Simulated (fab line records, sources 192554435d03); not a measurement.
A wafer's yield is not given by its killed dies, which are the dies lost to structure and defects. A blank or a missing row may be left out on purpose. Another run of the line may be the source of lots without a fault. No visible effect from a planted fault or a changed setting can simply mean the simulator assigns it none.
Split-lot trial :: flow n5-finfet :: 7 lots, 21 wafers read, on a route of 1938 steps

== SPLIT DETAILS ==
At N5_BEOL_M11_COAT_63 (time 60 s, resist thk 100 nm), the setting spin-rpm was moved away from the recipe's 1500 rpm on 10 of the 21 wafers read, by -8.9% to +10.9%. For the rest of the wafers, this setting stayed at what the recipe calls for.

== FROM THE SPLIT TO THE READING: what the file shows between them, 8 steps ==
- N5_BEOL_M11_EXPOSE_25: exposes mask V10 (also split here: dose-mj)
- N5_BEOL_M11_PEB_26: peb time 60 s
- N5_BEOL_M11_DEVELOP_27: develop time 30 s
- N5_BEOL_M11_CD_MEAS_28: target cd 70 nm
- N5_BEOL_M11_DESCUM_33: chemistry O2, time 7.9 s
- N5_BEOL_M11_ETCH_65: etches SiARC in CF4, target depth 39 nm, time 65 s
- N5_BEOL_M11_ETCH_66: etches SOC in N2/H2, target depth 120 nm, overetch 24 nm, time 180 s
- N5_BEOL_M11_STRIP_69: strips in N2/H2

== THE READING ==
SOC_of_BEOL_M11_COAT_63.thk-nm (the simulator's own value, which no gauge read), in nm, at N5_BEOL_M11_VIA_ETCH_34 (etches SiCOH lowk in C4F6/O2, target depth 184.5 nm, time 69.2 s). The file does not state a usual value for it. Here, 11 wafers ran the recipe; their average is 91.9 nm with a standard deviation of 0.36 nm.

wafer: L077.2
tool, chamber at the split: litho-track-01, 0
spin-rpm as run, rpm: 1500
against the recipe: recipe
SOC_of_BEOL_M11_COAT_63.thk-nm, nm: 91.6
against lot-mates on the recipe: -

wafer: L077.5
tool, chamber at the split: litho-track-01, 0
spin-rpm as run, rpm: 1664
against the recipe: +10.9%
SOC_of_BEOL_M11_COAT_63.thk-nm, nm: 86.6
against lot-mates on the recipe: -5.0

wafer: L077.6
tool, chamber at the split: litho-track-01, 0
spin-rpm as run, rpm: 1664
against the recipe: +10.9%
SOC_of_BEOL_M11_COAT_63.thk-nm, nm: 87.6
against lot-mates on the recipe: -4.0

wafer: L080.2
tool, chamber at the split: litho-track-01, 0
spin-rpm as run, rpm: 1500
against the recipe: recipe
SOC_of_BEOL_M11_COAT_63.thk-nm, nm: 92.2
against lot-mates on the recipe: -

wafer: L080.3
tool, chamber at the split: litho-track-01, 0
spin-rpm as run, rpm: 1500
against the recipe: recipe
SOC_of_BEOL_M11_COAT_63.thk-nm, nm: 92.4
against lot-mates on the recipe: -

wafer: L080.5
tool, chamber at the split: litho-track-01, 0
spin-rpm as run, rpm: 1367
against the recipe: -8.9%
SOC_of_BEOL_M11_COAT_63.thk-nm, nm: 96.8
against lot-mates on the recipe: +4.5

wafer: L083.1
tool, chamber at the split: litho-track-01, 0
spin-rpm as run, rpm: 1635
against the recipe: +9.0%
SOC_of_BEOL_M11_COAT_63.thk-nm, nm: 87.6
against lot-mates on the recipe: -4.0

wafer: L083.2
tool, chamber at the split: litho-track-01, 0
spin-rpm as run, rpm: 1635
against the recipe: +9.0%
SOC_of_BEOL_M11_COAT_63.thk-nm, nm: 87
against lot-mates on the recipe: -4.6

wafer: L083.6
tool, chamber at the split: litho-track-01, 0
spin-rpm as run, rpm: 1500
against the recipe: recipe
SOC_of_BEOL_M11_COAT_63.thk-nm, nm: 91.6
against lot-mates on the recipe: -

wafer: L088.3
tool, chamber at the split: litho-track-01, 0
spin-rpm as run, rpm: 1500
against the recipe: recipe
SOC_of_BEOL_M11_COAT_63.thk-nm, nm: 92
against lot-mates on the recipe: -

wafer: L088.4
tool, chamber at the split: litho-track-01, 0
spin-rpm as run, rpm: 1424
against the recipe: -5.1%
SOC_of_BEOL_M11_COAT_63.thk-nm, nm: 94.6
against lot-mates on the recipe: +2.7

wafer: L088.5
tool, chamber at the split: litho-track-01, 0
spin-rpm as run, rpm: 1500
against the recipe: recipe
SOC_of_BEOL_M11_COAT_63.thk-nm, nm: 91.8
against lot-mates on the recipe: -

wafer: L087.2
tool, chamber at the split: litho-track-01, 0
spin-rpm as run, rpm: 1500
against the recipe: recipe
SOC_of_BEOL_M11_COAT_63.thk-nm, nm: 92.6
against lot-mates on the recipe: -

wafer: L087.3
tool, chamber at the split: litho-track-01, 0
spin-rpm as run, rpm: 1396
against the recipe: -6.9%
SOC_of_BEOL_M11_COAT_63.thk-nm, nm: 96.4
against lot-mates on the recipe: +3.8

wafer: L087.6
tool, chamber at the split: litho-track-01, 0
spin-rpm as run, rpm: 1396
against the recipe: -6.9%
SOC_of_BEOL_M11_COAT_63.thk-nm, nm: 96.2
against lot-mates on the recipe: +3.6

wafer: L093.2
tool, chamber at the split: litho-track-02, 0
spin-rpm as run, rpm: 1626
against the recipe: +8.4%
SOC_of_BEOL_M11_COAT_63.thk-nm, nm: 88.6
against lot-mates on the recipe: -3.6

wafer: L093.4
tool, chamber at the split: litho-track-02, 0
spin-rpm as run, rpm: 1626
against the recipe: +8.4%
SOC_of_BEOL_M11_COAT_63.thk-nm, nm: 88.4
against lot-mates on the recipe: -3.8

wafer: L093.6
tool, chamber at the split: litho-track-02, 0
spin-rpm as run, rpm: 1500
against the recipe: recipe
SOC_of_BEOL_M11_COAT_63.thk-nm, nm: 92.2
against lot-mates on the recipe: -

wafer: L095.2
tool, chamber at the split: litho-track-01, 0
spin-rpm as run, rpm: 1500
against the recipe: recipe
SOC_of_BEOL_M11_COAT_63.thk-nm, nm: 91.6
against lot-mates on the recipe: -

wafer: L095.4
tool, chamber at the split: litho-track-01, 0
spin-rpm as run, rpm: 1500
against the recipe: recipe
SOC_of_BEOL_M11_COAT_63.thk-nm, nm: 92
against lot-mates on the recipe: -

wafer: L095.5
tool, chamber at the split: litho-track-01, 0
spin-rpm as run, rpm: 1500
against the recipe: recipe
SOC_of_BEOL_M11_COAT_63.thk-nm, nm: 91.4
against lot-mates on the recipe: -

FIT RESULTS
A straight line over all 21 wafers: SOC_of_BEOL_M11_COAT_63.thk-nm changes by -0.499 nm for each +1% of spin-rpm; r = -0.99; the points scatter about the line by 0.5 nm.
The same after taking each lot's own level away (the mean of its wafers on the recipe; 21 wafers): -0.467 nm for each +1%; r = -0.99; scatter 0.33 nm.
Per that fit: largest spin-rpm move, reading shift of 5.1 nm.
The span of the lots' own levels, 91.60 to 92.60 nm, comes to 2.8 times the standard deviation stated above.
The two slopes are in agreement: the lot-to-lot level therefore moves the slope only a little.
Check: for one of the wafers moved furthest among these (+10.9%), held out of the fit, the line's prediction against its lot-mates is -4.95 nm. Against them it came out at -5 nm.

== THESE WAFERS: OTHER SPLITS ==
Note: prior to the reading, these wafers also went through further splits. Each is held against what the fit with the lots' levels taken away leaves over:
other split on the same wafers: N5_BEOL_M8_HM_DEP_02 target-thk-a
wafers away from the commonest value: 8
r with SOC_of_BEOL_M11_COAT_63.thk-nm (lot level and that fit taken away): -0.24

other split on the same wafers: N5_BEOL_M9_COAT_60 spin-rpm
wafers away from the commonest value: 7
r with SOC_of_BEOL_M11_COAT_63.thk-nm (lot level and that fit taken away): +0.09

other split on the same wafers: N5_BEOL_M11_PECVD_70 time-s
wafers away from the commonest value: 4
r with SOC_of_BEOL_M11_COAT_63.thk-nm (lot level and that fit taken away): +0.49

other split on the same wafers: N5_BEOL_M11_EXPOSE_25 dose-mj
wafers away from the commonest value: 7
r with SOC_of_BEOL_M11_COAT_63.thk-nm (lot level and that fit taken away): -0.12

== THE WHOLE CHAIN: every reading that the file lists as answering this split, in the file's order ==
step: N5_BEOL_M11_COAT_63
what it does: time 60 s, resist thk 100 nm
reading: SOC_of_BEOL_M11_COAT_63.thk-nm (the simulator's own value, which no gauge read)
change (the file's fit): -0.486 nm for each +1% of the setting
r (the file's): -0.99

step: N5_BEOL_M11_ETCH_66
what it does: etches SOC in N2/H2, target depth 120 nm, overetch 24 nm, time 180 s
reading: etch.depth-nm (the simulator's own value, which no gauge read)
change (the file's fit): -0.486 nm for each +1% of the setting
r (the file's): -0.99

step: N5_BEOL_M11_VIA_ETCH_34
what it does: etches SiCOH lowk in C4F6/O2, target depth 184.5 nm, time 69.2 s
reading: SOC_of_BEOL_M11_COAT_63.thk-nm (the simulator's own value, which no gauge read)
change (the file's fit): -0.468 nm for each +1% of the setting
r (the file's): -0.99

== THE FILE'S OWN FIT ==
SOC_of_BEOL_M11_COAT_63.thk-nm changes by -0.468 nm for each +1% of spin-rpm, r = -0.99.
